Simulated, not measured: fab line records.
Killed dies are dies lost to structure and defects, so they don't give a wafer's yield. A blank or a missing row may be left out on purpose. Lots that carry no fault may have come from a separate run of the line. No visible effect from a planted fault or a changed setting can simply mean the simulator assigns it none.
A lot that was struck, set against a sound lot + flow n5-finfet + 15 out of 1938 route steps
Sound: wafers L560.2, L560.3, L560.4. Struck: wafer L565.4 (left out: L565.1, L565.5 of the same lot, which were not struck); the cause appears at the end.
For every step that has rows: the tool of each side, followed by ch and its chambers, followed by its first start. Under that, the readings that differ: sound wafers + struck wafers + difference of the means + sigmas: that difference in standard deviations of wafers without a fault.
alike: readings with means less than 2 such deviations apart, plus words and numbers identical on both sides. not compared: withheld readings, readings lacking a value on some wafer, bounds such as >300 that could conceal the same value, and numbers that have no deviation in the record and whose values overlap.
The two part at a step that has a row with sigmas, a row that says differs or no value, or rows on one side only. When numbers do not overlap yet have no deviation, they are printed without sigmas and do not part them. A reading that every wafer of one side lacks parts them only if that side has two wafers or more.

N5_BEOL_M10_STRIP_77: strips in N2/H2, time 10 s.
  sound: rie-diel-01 ch 1,2,3; struck: rie-diel-01 ch 2
  alike: drypump-motor-current-A, oes-product-au, rf-vpp-V, showerhead-plenum-p-Torr, throttle-valve-pct
  not compared: rf-hours-counter-h
N5_BEOL_M10_OCD_MEAS_38:
  sound: ocd-02 at day 10 03:32; struck: ocd-02 at day 11 17:29
  alike: trench-depth-nm
then, 4 steps without rows for these wafers: N5_BEOL_M10_HM_STRIP_39 (strips TiN in peroxide tin strip, target depth 25 nm, time 158 s); N5_BEOL_M10_SRD_40 (time 30 s); N5_BEOL_M10_PRECLEAN_42 (cleans in residue remover, time 60 s); N5_BEOL_M10_SRD_43 (time 30 s).
N5_BEOL_M10_CD_MEAS_35 targets a cd of 70 nm.
  sound: cd-sem-02 at day 10 03:41; struck: cd-sem-01 at day 11 17:38
  alike: cd-nm
N5_BEOL_M10_CURE_72: cures SiCOH lowk, time 120 s.
  sound on uv-cure-01 ch 2, day 10 03:49; struck on uv-cure-02 ch 0, day 11 17:41
| reading            | sound             | struck | difference | sigmas |
|--------------------|-------------------|--------|------------|--------|
| lamp-power-pct (%) | 52.29 52.30 52.33 | 52.41  | +0.10      | +2     |
  alike: wafer_temp_C_max
N5_BEOL_M10_DEGAS_44: time 60 s.
  sound: pvd-sputter-02 at day 10 04:26; struck: pvd-sputter-01 at day 11 18:26
  alike: heater-power-w
N5_BEOL_M10_PRE_CLEAN_45: time 30 s.
  sound: pvd-sputter-02 at day 10 04:29; struck: pvd-sputter-01 at day 11 18:28
  alike: heater-power-w
then, 2 steps without rows for these wafers: N5_BEOL_M10_ALD_74 (deposits TaN, target thk 2 nm, pulse time 2 s, purge time 3 s); N5_BEOL_M10_SURFACE_TREAT_76.
N5_BEOL_M10_CVD_75: deposits Co from CCTBA/H2, target thk 2 nm, time 138.9 s.
  sound on cvd-co-01 ch 0,1,2, day 10 05:14; struck on cvd-co-02 ch 1, day 11 19:11
| reading          | sound             | struck | difference | sigmas      |
|------------------|-------------------|--------|------------|-------------|
| run-length-s (s) | 162.1 161.9 161.9 | 280.0  | +118.0     | +99 or more |
  alike: chamber-pressure-Torr
N5_BEOL_M10_SPUTTER_48: material Cu, target thk 12 nm, time 2 s.
  sound: pvd-sputter-02 at day 10 05:29; struck: pvd-sputter-01 at day 11 19:44
  alike: substrate-temp-c, throttle-valve-pct
N5_PASSIVATION_PROBE_49:
  sound: prober-02 at day 12 05:48; struck: prober-02 at day 13 19:28
| reading                 | sound       | struck | difference | sigmas |
|-------------------------|-------------|--------|------------|--------|
| killed_at_M4_up         | 16 26 17    | 7      | -13        | -2     |
| sort_bin_5_function (%) | 5.9 5.3 5.8 | 3.6    | -2.1       | -2     |
  alike: defect-limited-yield, killed_at_M0_to_M3, killed-at-contacts, killed-at-front-end, killed-at-other, killed-dies, killed-open, killed-short, sort_bin_4_leakage, sort_bin_6_memory, sort_bin_8_speed, sort-n-pass, sort-yield-pct

WHERE THEY PART
Last at N5_PASSIVATION_PROBE_49 as far as this record goes, first at N5_BEOL_M10_CURE_72.

WHY: whatever the simulator had introduced
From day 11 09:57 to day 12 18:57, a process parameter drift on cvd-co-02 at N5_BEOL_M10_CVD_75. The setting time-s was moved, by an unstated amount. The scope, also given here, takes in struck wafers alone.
